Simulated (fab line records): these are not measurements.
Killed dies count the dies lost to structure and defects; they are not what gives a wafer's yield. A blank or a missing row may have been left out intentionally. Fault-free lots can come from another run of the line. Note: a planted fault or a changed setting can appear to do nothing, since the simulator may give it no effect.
Which tool did it? -- flow nandHarc -- 72 wafers from 24 lots sampled at 2 of the route's 1302 steps

## WHAT EACH GAUGE READ, for each wafer
NHARC_A_ONON_D2_THK_MEAS_24: measures by ellipsometry.
lot,measured,on,thkNm (nm)
L074,day 12 17:20,filmMetro-02,1000 996 997
L075,day 13 10:28,filmMetro-02,980 981 983
L076,day 14 01:37,filmMetro-02,997 995 998
L077,day 14 05:14,filmMetro-01,1011 1006 1007
L079,day 14 19:22,filmMetro-01,1015 1016 1017
L078,day 14 19:22,filmMetro-02,1006 1006 1004
L080,day 15 15:08,filmMetro-02,1020 1020 1020
L081,day 16 02:13,filmMetro-02,1010 1010 1010
L082,day 16 12:18,filmMetro-02,1011 1011 1011
L083,day 16 20:11,filmMetro-01,1020 1021 1023
L085,day 17 15:49,filmMetro-01,1011 1011 1013
L084,day 17 15:50,filmMetro-02,1010 1011 1011
L086,day 17 19:32,filmMetro-02,1005 1004 1004
L088,day 18 22:28,filmMetro-02,995 995 994
L087,day 18 22:29,filmMetro-01,1000 1001 1001
L089,day 19 04:40,filmMetro-02,1013 1013 1012
L090,day 19 04:40,filmMetro-01,988 987 987
L091,day 19 16:55,filmMetro-02,1000 997 1000
L092,day 20 15:16,filmMetro-02,1009 1007 1008
L094,day 20 23:58,filmMetro-01,987 989 988
L093,day 20 23:59,filmMetro-02,1005 1006 1005
L095,day 21 19:32,filmMetro-02,1016 1017 1016
L097,day 22 10:23,filmMetro-01,1005 1007 1006
L096,day 22 10:23,filmMetro-02,998 998 996

NHARC_A_ONON_D2_INSPECT_32.
lot,measured,on,rawDefectCount
L074,day 12 19:10,defectInspect-02,249 184 211
L075,day 13 12:08,defectInspect-01,337 296 656
L076,day 14 03:19,defectInspect-02,411 357 301
L077,day 14 07:19,defectInspect-02,415 442 405
L079,day 14 21:01,defectInspect-01,269 394 324
L078,day 14 21:10,defectInspect-01,318 226 199
L080,day 15 16:49,defectInspect-02,409 378 211
L081,day 16 03:54,defectInspect-02,351 285 288
L082,day 16 13:58,defectInspect-02,235 425 383
L083,day 16 21:50,defectInspect-02,269 713 325
L085,day 17 17:29,defectInspect-01,423 781 618
L084,day 17 17:30,defectInspect-01,232 223 418
L086,day 17 21:23,defectInspect-01,238 251 350
L088,day 19 00:08,defectInspect-01,234 212 283
L087,day 19 00:14,defectInspect-02,226 293 440
L089,day 19 06:19,defectInspect-01,567 639 271
L090,day 19 06:23,defectInspect-02,396 279 387
L091,day 19 18:35,defectInspect-02,236 189 473
L092,day 20 16:58,defectInspect-01,428 360 230
L094,day 21 01:38,defectInspect-01,423 298 330
L093,day 21 01:39,defectInspect-02,143 143 259
L095,day 21 21:13,defectInspect-01,322 493 614
L097,day 22 12:05,defectInspect-01,319 306 324
L096,day 22 12:05,defectInspect-02,313 442 542

## WHAT TOOL EACH LOT RAN ON (gives the tool, then ch and the chambers of the sampled wafers, and finally the start)
Record: no process step prior to these readings.

## WHAT THE TOOLS THEMSELVES READ (means of the sampled wafers that have a number; where no wafer has one, the mark that the record gives instead)
The record holds no such reading with a usual standard deviation.

## THE ANSWER, worked out from the rows above alone
Rule: what is usual is taken from the lots themselves. Put in order of their means at a reading, lots are off if they are a third of the lots or fewer, leave a main group of 4 or more, and stand apart from it by a gap of 3 or more times the standard deviation of the main group's means; of several such gaps the widest counts. Not used: any main group whose means are identical at the precision the tables above print for the reading. A lot without any number at a reading at which 4 lots or more have one is off too. All remaining lots with rows at the step are treated as sound. Order of review: gauges by route order, followed by the tools' own readings, for which a lot's mean as printed above is used. At the first step where some lot is off, the reading lying furthest off is the one used; lots without a number count as furthest.
No lot is off on any of the readings shown, so nothing can be concluded from this.

## WHAT WAS PUT IN BY THE SIMULATOR
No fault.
